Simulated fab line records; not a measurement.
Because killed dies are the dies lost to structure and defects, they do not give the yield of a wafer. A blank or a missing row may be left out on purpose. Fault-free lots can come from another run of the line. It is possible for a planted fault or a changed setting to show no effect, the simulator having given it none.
Which tool is to blame? | flow nand_harc | 39 wafers from 13 lots sampled at 5 of the route's 1159 steps

WHAT THE GAUGES SHOWED, per wafer
NHARC_A_SGD_CUT_OVL_MEAS_10. Usual: overlay_x_nm -0.2 nm, standard deviation 0.76; overlay_y_nm -0.1 nm, standard deviation 0.77.
lot  | measured     | on         | overlay_x_nm (nm) | overlay_y_nm (nm) | flag
L637 | day 13 16:22 | overlay-02 | -0.6 -0.2 -0.3    | 1.2 0.5 0.9       |
L638 | day 14 13:36 | overlay-01 | -0.9 -0.2 -0.8    | 0.5 0.0 0.8       |
L641 | day 14 15:42 | overlay-02 | 1.1 1.3 1.3       | 0.3 -0.1 -0.2     |
L642 | day 15 02:17 | overlay-01 | -1.6 -1.2 -0.9    | -0.4 -0.1 -0.4    |
L644 | day 16 08:32 | overlay-01 | -1.2 -0.9 -1.1    | -0.8 -1.2 -1.2    |
L648 | day 16 20:38 | overlay-01 | -1.0 -0.3 -1.0    | 0.5 -0.7 -0.6     |
L646 | day 17 06:59 | overlay-02 | -0.2 -0.2 -0.4    | 1.1 0.5 1.1       |
L649 | day 17 07:09 | overlay-02 | -0.4 -0.4 -0.6    | -0.1 0.2 -0.1     |
L654 | day 17 23:18 | overlay-01 | 0.3 0.4 0.7       | -0.2 -0.4 -0.5    |
L650 | day 17 23:41 | overlay-01 | 0.1 0.0 0.2       | 0.3 0.4 0.4       |
L653 | day 18 01:49 | overlay-02 | 0.6 0.8 0.7       | 0.3 0.8 0.4       |
L657 | day 19 01:38 | overlay-01 | 0.1 -0.4 0.8      | 1.1 0.7 1.1       |
L659 | day 19 13:04 | overlay-02 | 0.0 -0.1 -0.1     | 0.7 0.9 0.5       |

NHARC_END_SORT_01. Usual: killed_at_array 28, standard deviation 11; killed_at_other 0.6, standard deviation 0.85; killed_at_periphery 2.8, standard deviation 2.3; killed_dies 31, standard deviation 11; killed_open 3.1, standard deviation 1.6; killed_short 2.0, standard deviation 1.4.
lot  | measured     | on        | killed_at_array | killed_at_other | killed_at_periphery | killed_dies | killed_open | killed_short | flag
L654 | day 23 04:33 | prober-02 | 671 669 672     | 0 0 0           | 6 8 5               | 677 677 677 | 4 2 5       | 2 1 3        | OFF
L650 | day 23 04:35 | prober-01 | 677 675 676     | 0 1 1           | 0 1 0               | 677 677 677 | 3 2 0       | 2 0 3        | OFF

WHAT TOOL EACH LOT RAN ON (gives the tool, then ch and the chambers of the sampled wafers, and finally the start)
lot  | NHARC_A_SGD_CUT_ETCHBACK_24        | NHARC_A_SLIT_DEP_25             | NHARC_A_SLIT_DEP_00
L637 | rie_diel-06 ch 0,1,3, day 13 22:10 | pecvd-03 ch 1,2, day 13 22:31   | acl_dep-03 ch 0, day 14 01:28
L638 | rie_diel-09 ch 0,1, day 14 19:37   | pecvd-03 ch 0,2, day 14 19:55   | acl_dep-03 ch 0, day 14 20:55
L641 | rie_diel-06 ch 1,2, day 14 19:39   | pecvd-01 ch 1,2, day 14 19:58   | acl_dep-02 ch 0, day 14 20:18
L642 | rie_diel-06 ch 1,2,3, day 15 09:23 | pecvd-01 ch 0,1, day 15 09:46   | acl_dep-03 ch 0, day 15 10:44
L644 | rie_diel-06 ch 0,1,3, day 16 15:02 | pecvd-03 ch 0,1,2, day 16 15:22 | acl_dep-01 ch 0, day 16 15:59
L648 | rie_diel-11 ch 0,1,2, day 17 03:03 | pecvd-02 ch 0,1,2, day 17 03:22 | acl_dep-01 ch 0, day 17 04:03
L646 | rie_diel-11 ch 1,3, day 17 14:28   | pecvd-02 ch 0,2, day 17 14:50   | acl_dep-03 ch 0, day 17 15:40
L649 | rie_diel-09 ch 0,2,3, day 17 14:29 | pecvd-03 ch 0,1,2, day 17 14:46 | acl_dep-01 ch 0, day 17 15:07
L654 | rie_diel-06 ch 0,1,2, day 18 07:00 | -                               | -
L650 | rie_diel-09 ch 1,2, day 18 07:00   | -                               | -
L653 | rie_diel-09 ch 0,1,2, day 18 07:20 | pecvd-01 ch 1,2, day 18 07:44   | acl_dep-02 ch 0, day 18 11:22
L657 | rie_diel-06 ch 0,2,3, day 19 08:12 | pecvd-01 ch 0,1,2, day 19 08:31 | acl_dep-01 ch 0, day 19 09:16
L659 | rie_diel-09 ch 1,2, day 19 19:01   | pecvd-02 ch 0,2, day 19 19:37   | acl_dep-01 ch 0, day 19 20:20
- NHARC_A_SGD_CUT_ETCHBACK_24: etches the open film in CH3F/O2, target depth 50 nm, time 92.857 s.
- NHARC_A_SLIT_DEP_25: deposits SiO2, target thk 200 nm.
- NHARC_A_SLIT_DEP_00: deposits aC, target thk 3200 nm.

WHAT THE TOOLS THEMSELVES READ (means of the sampled wafers that have a number; where no wafer has one, the mark that the record gives instead)
NHARC_A_SGD_CUT_ETCHBACK_24. Usual: bias_w 100.0 W, standard deviation 0.32; ch3f_flow_sccm 50.01 sccm, standard deviation 0.15; drypump_motor_current_A 5.56 A, standard deviation 0.22; oes_product_au 0.97 a.u., standard deviation 0.036; rf_fwd_power_W 496.7 W, standard deviation 1.7; rf_vpp_V 244.3 V, standard deviation 1.7; showerhead_plenum_p_Torr 2.46 Torr, standard deviation 0.12; throttle_valve_pct 20.664 %, standard deviation 0.0093.
lot  | tool        | bias_w (W) | ch3f_flow_sccm (sccm) | drypump_motor_current_A (A) | oes_product_au (a.u.) | rf_fwd_power_W (W) | rf_vpp_V (V) | showerhead_plenum_p_Torr (Torr) | throttle_valve_pct (%) | flag
L637 | rie_diel-06 | 99.8       | 50.02                 | 5.47                        | 0.92                  | 498.1              | 246.0        | 2.59                            | 20.667                 |
L638 | rie_diel-09 | 100.1      | 50.12                 | 5.49                        | 1.00                  | 496.2              | 245.3        | 2.54                            | 20.676                 |
L641 | rie_diel-06 | 100.1      | 50.07                 | 5.52                        | 1.00                  | 495.6              | 245.6        | 2.49                            | 20.665                 |
L642 | rie_diel-06 | 99.9       | 49.95                 | 5.53                        | 0.92                  | 496.5              | 245.8        | 2.55                            | 20.670                 |
L644 | rie_diel-06 | 100.1      | 49.96                 | 5.48                        | 0.92                  | 496.2              | 246.5        | 2.59                            | 20.671                 |
L648 | rie_diel-11 | 99.9       | 49.89                 | 5.47                        | 0.99                  | 497.8              | 243.6        | 2.37                            | 20.664                 |
L646 | rie_diel-11 | 100.0      | 50.05                 | 5.62                        | 1.00                  | 498.2              | 244.2        | 2.42                            | 20.668                 |
L649 | rie_diel-09 | 99.9       | 49.97                 | 5.57                        | 1.00                  | 497.6              | 243.4        | 2.38                            | 20.664                 |
L654 | rie_diel-06 | -          | -                     | -                           | -                     | -                  | -            | -                               | -                      | OFF
L650 | rie_diel-09 | -          | -                     | -                           | -                     | -                  | -            | -                               | -                      | OFF
L653 | rie_diel-09 | 99.9       | 50.14                 | 5.67                        | 0.96                  | 495.0              | 244.2        | 2.47                            | 20.668                 |
L657 | rie_diel-06 | 100.3      | 50.01                 | 5.29                        | 0.92                  | 496.8              | 244.8        | 2.51                            | 20.662                 |
L659 | rie_diel-09 | 99.9       | 50.08                 | 5.77                        | 1.00                  | 495.4              | 244.9        | 2.51                            | 20.670                 |

NHARC_A_SLIT_DEP_25. Usual: heater_power_w 576 W, standard deviation 78; rf_fwd_power_W 897.7 W, standard deviation 2.9; throttle_valve_pct 16.1 %, standard deviation 0.39.
lot  | tool     | heater_power_w (W) | rf_fwd_power_W (W) | throttle_valve_pct (%) | flag
L637 | pecvd-03 | 606                | 896.1              | 16.0                   |
L638 | pecvd-03 | 635                | 896.8              | 16.1                   |
L641 | pecvd-01 | 571                | 899.3              | 16.4                   |
L642 | pecvd-01 | 577                | 895.5              | 15.7                   |
L644 | pecvd-03 | 612                | 897.5              | 16.1                   |
L648 | pecvd-02 | 565                | 899.0              | 16.1                   |
L646 | pecvd-02 | 696                | 899.2              | 16.2                   |
L649 | pecvd-03 | 608                | 898.7              | 16.0                   |
L653 | pecvd-01 | 556                | 898.7              | 16.4                   |
L657 | pecvd-01 | 566                | 900.3              | 16.2                   |
L659 | pecvd-02 | 593                | 895.5              | 16.3                   |

NHARC_A_SLIT_DEP_00. Usual: throttle_valve_pct at 35.000 %, with a standard deviation of 0.0093.
lot  | tool       | throttle_valve_pct (%) | flag
L637 | acl_dep-03 | 35.007                 |
L638 | acl_dep-03 | 35.008                 |
L641 | acl_dep-02 | 35.006                 |
L642 | acl_dep-03 | 35.007                 |
L644 | acl_dep-01 | 35.008                 |
L648 | acl_dep-01 | 34.998                 |
L646 | acl_dep-03 | 35.001                 |
L649 | acl_dep-01 | 34.999                 |
L653 | acl_dep-02 | 35.010                 |
L657 | acl_dep-01 | 35.000                 |
L659 | acl_dep-01 | 35.002                 |

THE ANSWER, worked out from the rows above alone
Rule: lot off if the mean of its wafers having a number is beyond 3 standard deviations from the usual mean. Also off: a lot with no number at a reading for which 4 or more lots have one. Where the step has rows for the other lots, those lots are counted as sound. The gauges are gone through in route order, then the tools' own readings, and for those a lot's mean is taken as printed above. The first step at which some lot is off is used, and at that step the reading that is off furthest; a lot without a number counts as furthest.
Off at NHARC_END_SORT_01 (killed_at_array): L654, L650. Neither off nor sound, because the step has no rows for them: L637, L638, L641, L642, L644, L648, L646, L649, L653, L657, L659.
If a tool, at a process step before that reading, ran all the lots that are off and no sound lot after the first of them, it fits. Not tried: the gauges at NHARC_END_SORT_01; whatever is off there is also off at NHARC_A_SGD_CUT_ETCHBACK_24, on other tools, and gauge error can't account for it. Not one of the candidates tried fits.

WHAT THE SIMULATOR HAD PUT IN
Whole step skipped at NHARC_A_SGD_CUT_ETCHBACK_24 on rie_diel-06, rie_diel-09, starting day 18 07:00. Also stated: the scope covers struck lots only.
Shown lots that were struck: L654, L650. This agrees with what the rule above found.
